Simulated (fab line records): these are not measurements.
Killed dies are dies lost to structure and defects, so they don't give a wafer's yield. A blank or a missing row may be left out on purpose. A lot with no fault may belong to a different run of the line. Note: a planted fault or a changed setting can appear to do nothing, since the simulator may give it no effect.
Split-lot experiment | flow n5-finfet | route with 1938 steps; 7 lots, 39 wafers read

ABOUT THE SPLIT
At N5_BEOL_M4_DESCUM_16 (chemistry O2, time 7 s), the setting time-s was moved away from the recipe's 7 s on 18 of the 39 wafers read, by -32.0% to +56.1%. The other wafers ran this setting at the recipe's value.

Reading taken at the split's own step.

THE READING
CAR-EUV_of_BEOL_M4_COAT_05.thk-nm (the simulator's own value, which no gauge read), in nm, at N5_BEOL_M4_DESCUM_16 (chemistry O2, time 7 s). The file does not state a usual value for it. Across the 21 wafers here that went through the recipe, the average is 26.1 nm and the standard deviation 0.11 nm.

wafer  | tool, chamber at the split | time-s as run, s | against the recipe | CAR-EUV_of_BEOL_M4_COAT_05.thk-nm, nm | against lot-mates on the recipe
L082.3 | rie-diel-05, 3,2,3         | 7                | recipe             | 26.2                                  | -
L082.5 | rie-diel-05, 3,2,3         | 7                | recipe             | 26.2                                  | -
L082.6 | rie-diel-05, 3,2,3         | 7                | recipe             | 26.2                                  | -
L083.1 | rie-diel-05, 0,1           | 7                | recipe             | 26                                    | -
L083.2 | rie-diel-05, 0,1           | 7                | recipe             | 26                                    | -
L083.3 | rie-diel-05, 2,3,1         | 4.954            | -29.2%             | 27.2                                  | +1.1
L083.4 | rie-diel-05, 2,3,1         | 4.954            | -29.2%             | 27.2                                  | +1.1
L083.5 | rie-diel-05, 2,3,1         | 4.954            | -29.2%             | 27.2                                  | +1.1
L083.6 | rie-diel-05, 2             | 7                | recipe             | 26.2                                  | -
L086.1 | rie-diel-01, 3             | 7                | recipe             | 26.2                                  | -
L086.2 | rie-diel-01, 1,2,1         | 5.15             | -26.4%             | 27                                    | +0.9
L086.3 | rie-diel-01, 1,2,1         | 5.15             | -26.4%             | 27                                    | +0.9
L086.6 | rie-diel-01, 1,2,1         | 5.15             | -26.4%             | 27                                    | +0.9
L086.4 | rie-diel-01, 0,2           | 7                | recipe             | 26                                    | -
L086.5 | rie-diel-01, 0,2           | 7                | recipe             | 26                                    | -
L088.1 | rie-diel-01, 2,0           | 7                | recipe             | 26.2                                  | -
L088.5 | rie-diel-01, 2,0           | 7                | recipe             | 26.2                                  | -
L088.2 | rie-diel-01, 1,3           | 4.761            | -32.0%             | 27.4                                  | +1.1
L088.6 | rie-diel-01, 1,3           | 4.761            | -32.0%             | 27.4                                  | +1.1
L088.3 | rie-diel-01, 3             | 7                | recipe             | 26.4                                  | -
L088.4 | rie-diel-01, 0             | 4.761            | -32.0%             | 27.2                                  | +0.9
L092.1 | rie-diel-06, 1,3           | 10.93            | +56.1%             | 24.2                                  | -1.9
L092.6 | rie-diel-06, 1,3           | 10.93            | +56.1%             | 24.2                                  | -1.9
L092.2 | rie-diel-06, 2,0           | 7                | recipe             | 26                                    | -
L092.5 | rie-diel-06, 2,0           | 7                | recipe             | 26                                    | -
L092.3 | rie-diel-06, 0             | 10.93            | +56.1%             | 24                                    | -2.1
L092.4 | rie-diel-06, 3             | 7                | recipe             | 26.2                                  | -
L093.1 | rie-diel-06, 3,2           | 7                | recipe             | 26.2                                  | -
L093.3 | rie-diel-06, 3,2           | 7                | recipe             | 26.2                                  | -
L093.2 | rie-diel-06, 0             | 10.87            | +55.3%             | 24                                    | -2.1
L093.5 | rie-diel-06, 0             | 10.87            | +55.3%             | 24                                    | -2.1
L093.4 | rie-diel-06, 1             | 7                | recipe             | 26                                    | -
L093.6 | rie-diel-06, 1             | 10.87            | +55.3%             | 24.2                                  | -1.9
L097.1 | rie-diel-05, 0,2,2         | 7                | recipe             | 26.2                                  | -
L097.3 | rie-diel-05, 0,2,2         | 7                | recipe             | 26.2                                  | -
L097.5 | rie-diel-05, 0,2,2         | 7                | recipe             | 26.2                                  | -
L097.2 | rie-diel-05, 1,3           | 9.036            | +29.1%             | 25.2                                  | -1.0
L097.4 | rie-diel-05, 1,3           | 9.036            | +29.1%             | 25.2                                  | -1.0
L097.6 | rie-diel-05, 3             | 9.036            | +29.1%             | 25.4                                  | -0.8
The file does not say which wafer passed through which chamber wherever a row lists several chambers: such a row stands for several wafers.

THE FIT
A straight line over all 39 wafers: CAR-EUV_of_BEOL_M4_COAT_05.thk-nm changes by -0.0358 nm for each +1% of time-s; r = -0.99; the points scatter about the line by 0.12 nm.
The same after taking each lot's own level away (the mean of its wafers on the recipe; 39 wafers): -0.0355 nm for each +1%; r = -1.00; scatter 0.098 nm.
On that fit, the largest move of time-s shifts the reading by 2 nm.
The span of the lots' own levels, 26.07 to 26.27 nm, comes to 1.8 times the standard deviation stated above.
The two slopes are in agreement: the lot-to-lot level therefore moves the slope only a little.
Check: for one of the wafers moved furthest among these (+56.1%), held out of the fit, the line's prediction against its lot-mates is -2.01 nm. Against them it came out at -1.87 nm.

FURTHER SPLITS ON THESE WAFERS
Before the reading, these wafers also passed through other splits. Each is held against what the fit with the lots' levels taken away leaves over:
other split on the same wafers       | wafers away from the commonest value | r with CAR-EUV_of_BEOL_M4_COAT_05.thk-nm (lot level and that fit taken away)
N5_DUMMY_GATE_ETCH_31 target-depth-a | 15                                   | +0.00
N5_GATE_CUT_ALD_22 ald-cycles        | 15                                   | -0.03

THE FILE'S OWN FIT
CAR-EUV_of_BEOL_M4_COAT_05.thk-nm changes by -0.0355 nm for each +1% of time-s, r = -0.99.
